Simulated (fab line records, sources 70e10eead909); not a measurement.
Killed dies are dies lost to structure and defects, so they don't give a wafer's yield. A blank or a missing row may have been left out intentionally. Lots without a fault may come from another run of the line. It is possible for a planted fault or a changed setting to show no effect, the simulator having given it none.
Chamber matching    flow nand-harc    rie-diel-08 running NHARC_A_CHANNEL_FILL_D1_STRIP_28: 4 sister chambers
The step strips in O2, time 20 s. 7 wafers are shown with their chamber, then 8 later ones without.

WAFERS PAIRED WITH THEIR CHAMBERS
wafer   chamber  showerhead-plenum-p-Torr (Torr)  drypump-motor-current-A (A)
L080.4  3        3.56                             5.6
L080.6  0        3.58                             6.7
L081.2  3        3.55                             5.6
L084.3  1        3.62                             6.6
L084.4  2        3.77                             5.5
L084.6  1        3.62                             6.6
L085.2  2        3.77                             5.4

WAFERS WITH NO CHAMBER GIVEN
wafer   showerhead-plenum-p-Torr (Torr)  drypump-motor-current-A (A)
L085.3  3.62                             6.5
L085.5  3.77                             5.4
L087.3  3.77                             5.4
L087.4  3.55                             5.6
L087.6  3.55                             5.6
L093.1  3.76                             5.4
L093.5  3.55                             5.6
L093.6  3.58                             6.7

EACH ONE'S CHAMBER
wafer   from the rows above  in truth
L085.3  1                    1
L085.5  2                    2
L087.3  2                    2
L087.4  3                    3
L087.6  3                    3
L093.1  2                    2
L093.5  3                    3
L093.6  0                    0
Correct placement for 8 of the 8. Left unplaced by these rows: 0. 0 placed wrongly.
How it was worked out, from the rows above alone: a wafer's distance from a chamber is the root of the sum, over the readings, of the square of ((its reading less the chamber's mean) divided by the reading's scatter). If the next closest chamber is less than 2 further off than the closest, the wafer can't be placed; otherwise it belongs to the closest. For every chamber, the mean is computed from those of its wafers that are shown. The scatter: the root of (the sum of the squares of (reading less its chamber's mean) over the shown wafers, divided by (wafers less chambers)).
